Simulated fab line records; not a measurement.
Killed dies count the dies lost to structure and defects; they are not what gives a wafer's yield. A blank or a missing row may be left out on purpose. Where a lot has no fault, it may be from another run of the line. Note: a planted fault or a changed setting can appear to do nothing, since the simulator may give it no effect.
Which of the tools did it? + flow nand_harc + 11 lots with 33 wafers sampled at 6 steps, on a route of 1302 steps

## WHAT THE GAUGES READ, wafer by wafer
NHARC_END_SORT_01.
| lot  | measured     | on        | defect_limited_yield (%) |
|------|--------------|-----------|--------------------------|
| L459 | day 25 00:17 | prober-02 | 90.5 89.8 91.0           |
| L466 | day 27 23:26 | prober-02 | 94.5 93.2 94.2           |

## TOOL THAT RAN EACH LOT (tool first, then ch and the chambers of the sampled wafers, then the start)
| lot  | NHARC_P_CONTACT_ALD_22              | NHARC_P_CONTACT_CVD_23                   | NHARC_P_M0_ETCH_15                            | NHARC_P_M0_ECD_22              | NHARC_P_M0_CMP_23             |
|------|-------------------------------------|------------------------------------------|-----------------------------------------------|--------------------------------|-------------------------------|
| L459 | ald_metal-03 ch 1,3, day 6 05:28    | cvd_w-01 ch 0,1, day 6 09:08 or earlier  | rie_diel-04 ch 2,3, day 6 09:08 or earlier    | ecd_cu-01 ch 0,1, day 6 09:08  | cmp-04 ch 0,2, day 6 09:47    |
| L460 | ald_metal-04 ch 0,2,3, day 6 08:19  | cvd_w-02 ch 0,1, day 6 12:00 or earlier  | rie_diel-10 ch 0,1,3, day 6 12:00 or earlier  | ecd_cu-01 ch 0,1, day 6 12:00  | cmp-03 ch 0,2, day 6 12:40    |
| L461 | ald_metal-03 ch 0,1,2, day 6 19:46  | cvd_w-01 ch 0,1, day 6 23:22 or earlier  | rie_diel-10 ch 0,1,2, day 6 23:22 or earlier  | ecd_cu-01 ch 0,1, day 6 23:22  | cmp-02 ch 0,2,3, day 7 00:05  |
| L465 | ald_metal-04 ch 0,1,3, day 8 09:52  | cvd_w-01 ch 1, day 8 13:20 or earlier    | rie_diel-05 ch 0,1,2, day 8 13:20 or earlier  | ecd_cu-01 ch 0, day 8 13:20    | cmp-03 ch 1,2,3, day 8 14:05  |
| L466 | ald_metal-03 ch 0,1, day 9 03:44    | cvd_w-02 ch 0,1, day 9 07:16 or earlier  | rie_diel-10 ch 0,2,3, day 9 07:16 or earlier  | ecd_cu-01 ch 0,1, day 9 07:16  | cmp-04 ch 1,2,3, day 9 07:56  |
| L467 | ald_metal-04 ch 1,2,3, day 9 09:37  | cvd_w-02 ch 0,1, day 9 13:13 or earlier  | rie_diel-10 ch 0,1,2, day 9 13:13 or earlier  | ecd_cu-02 ch 0,1, day 9 13:13  | cmp-03 ch 0,1,3, day 9 13:56  |
| L471 | ald_metal-01 ch 1,2,3, day 11 00:44 | cvd_w-01 ch 0,1, day 11 05:07 or earlier | rie_diel-04 ch 0,3, day 11 05:07 or earlier   | ecd_cu-01 ch 0,1, day 11 05:07 | cmp-03 ch 2,3, day 11 05:42   |
| L472 | ald_metal-03 ch 0,3, day 11 04:44   | cvd_w-02 ch 0,1, day 11 08:23 or earlier | rie_diel-04 ch 0,1,3, day 11 08:23 or earlier | ecd_cu-01 ch 0,1, day 11 08:23 | cmp-02 ch 0,2,3, day 11 09:07 |
| L478 | ald_metal-03 ch 1,2, day 13 23:34   | cvd_w-02 ch 0,1, day 14 03:11 or earlier | rie_diel-05 ch 1,3, day 14 03:11 or earlier   | ecd_cu-02 ch 0,1, day 14 03:11 | cmp-03 ch 0,2,3, day 14 03:56 |
| L480 | ald_metal-03 ch 0,1,2, day 14 20:08 | cvd_w-02 ch 0,1, day 14 23:56 or earlier | rie_diel-10 ch 1,2,3, day 14 23:56 or earlier | ecd_cu-02 ch 0,1, day 14 23:56 | cmp-04 ch 0,1,3, day 15 00:40 |
| L482 | ald_metal-04 ch 0,1, day 15 14:54   | cvd_w-02 ch 0,1, day 15 18:31 or earlier | rie_diel-10 ch 1,2, day 15 18:31 or earlier   | ecd_cu-01 ch 0,1, day 15 18:31 | cmp-02 ch 0,1, day 15 19:14   |
- NHARC_P_CONTACT_ALD_22: deposits TiN, target thk 3 nm, pulse time 1 s, ald cycles 150.
- NHARC_P_CONTACT_CVD_23: deposits W, target thk 200 nm, time 557 s.
- NHARC_P_M0_ETCH_15: etches the open film in C4F8/Ar, target depth 150 nm, overetch 15 nm, time 82.5 s.
- NHARC_P_M0_ECD_22: material Cu, target thk 400 nm.
- NHARC_P_M0_CMP_23: polishes, t overpolish 20 s, target thk 117.54 nm.

## THE ANSWER, worked out from the rows above alone
Rule: usual is defined by the lots themselves. The widest of any qualifying gaps counts: lots, ordered by their means at a reading, are off when they make up no more than a third of the lots, leave a main group of 4 or more, and stand apart from it by 3 or more times the standard deviation of that group's means. The tables above print the reading to a certain number of digits; a main group whose means all agree to those digits is not used. A lot without any number at a reading at which 4 lots or more have one is off too. Any other lot the step has rows for is counted as sound.
Nothing can be told from this: no lot is off at any reading shown.

## WHAT THE SIMULATOR HAD INSERTED
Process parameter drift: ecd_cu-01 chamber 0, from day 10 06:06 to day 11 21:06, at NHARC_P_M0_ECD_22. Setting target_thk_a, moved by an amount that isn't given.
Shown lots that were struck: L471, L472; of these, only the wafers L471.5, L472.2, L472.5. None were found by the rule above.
